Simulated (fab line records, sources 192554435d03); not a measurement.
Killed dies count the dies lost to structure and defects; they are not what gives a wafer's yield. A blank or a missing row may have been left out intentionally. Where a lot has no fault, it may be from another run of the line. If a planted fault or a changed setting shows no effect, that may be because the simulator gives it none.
Chamber matching / flow n5_finfet / rie_diel-05 running N5_DUMMY_GATE_STRIP_48: 4 sister chambers
The step strips in N2/H2, time 20 s. 8 wafers are shown with their chamber, then 7 later ones without.

## WAFERS, EACH WITH ITS CHAMBER
wafer=L074.4; chamber=0; showerhead_plenum_p_Torr (Torr)=3.57; throttle_valve_pct (%)=11.94
wafer=L080.4; chamber=0; showerhead_plenum_p_Torr (Torr)=3.56; throttle_valve_pct (%)=11.99
wafer=L084.5; chamber=2; showerhead_plenum_p_Torr (Torr)=3.49; throttle_valve_pct (%)=12.27
wafer=L087.2; chamber=2; showerhead_plenum_p_Torr (Torr)=3.49; throttle_valve_pct (%)=12.26
wafer=L087.3; chamber=1; showerhead_plenum_p_Torr (Torr)=3.23; throttle_valve_pct (%)=12.62
wafer=L087.4; chamber=3; showerhead_plenum_p_Torr (Torr)=3.50; throttle_valve_pct (%)=12.33
wafer=L090.1; chamber=3; showerhead_plenum_p_Torr (Torr)=3.50; throttle_valve_pct (%)=12.34
wafer=L090.2; chamber=1; showerhead_plenum_p_Torr (Torr)=3.23; throttle_valve_pct (%)=12.62

## WAFERS WITHOUT THEIR CHAMBER
wafer=L090.3; showerhead_plenum_p_Torr (Torr)=3.48; throttle_valve_pct (%)=12.27
wafer=L091.2; showerhead_plenum_p_Torr (Torr)=3.49; throttle_valve_pct (%)=12.36
wafer=L091.4; showerhead_plenum_p_Torr (Torr)=3.55; throttle_valve_pct (%)=12.04
wafer=L091.5; showerhead_plenum_p_Torr (Torr)=3.22; throttle_valve_pct (%)=12.64
wafer=L095.2; showerhead_plenum_p_Torr (Torr)=3.49; throttle_valve_pct (%)=12.37
wafer=L095.3; showerhead_plenum_p_Torr (Torr)=3.54; throttle_valve_pct (%)=12.06
wafer=L095.5; showerhead_plenum_p_Torr (Torr)=3.49; throttle_valve_pct (%)=12.38

## CHAMBER TAKEN BY EACH
wafer=L090.3; from the rows above=2; in truth=2
wafer=L091.2; from the rows above=3; in truth=3
wafer=L091.4; from the rows above=0; in truth=0
wafer=L091.5; from the rows above=1; in truth=1
wafer=L095.2; from the rows above=3; in truth=3
wafer=L095.3; from the rows above=0; in truth=0
wafer=L095.5; from the rows above=3; in truth=3
Placed correctly: 7 of 7. Can't be placed from these rows: 0. 0 placed wrongly.
How it was worked out, from the rows above alone: a wafer's distance from a chamber is the root of the sum, over the readings, of the square of ((its reading less the chamber's mean) divided by the reading's scatter). If the next closest chamber is less than 2 further off than the closest, the wafer can't be placed; otherwise it belongs to the closest. A chamber's mean is the mean of its shown wafers. The scatter: take each reading less its chamber's mean, square it, sum over the shown wafers, divide by the number of wafers less the number of chambers, and take the root.
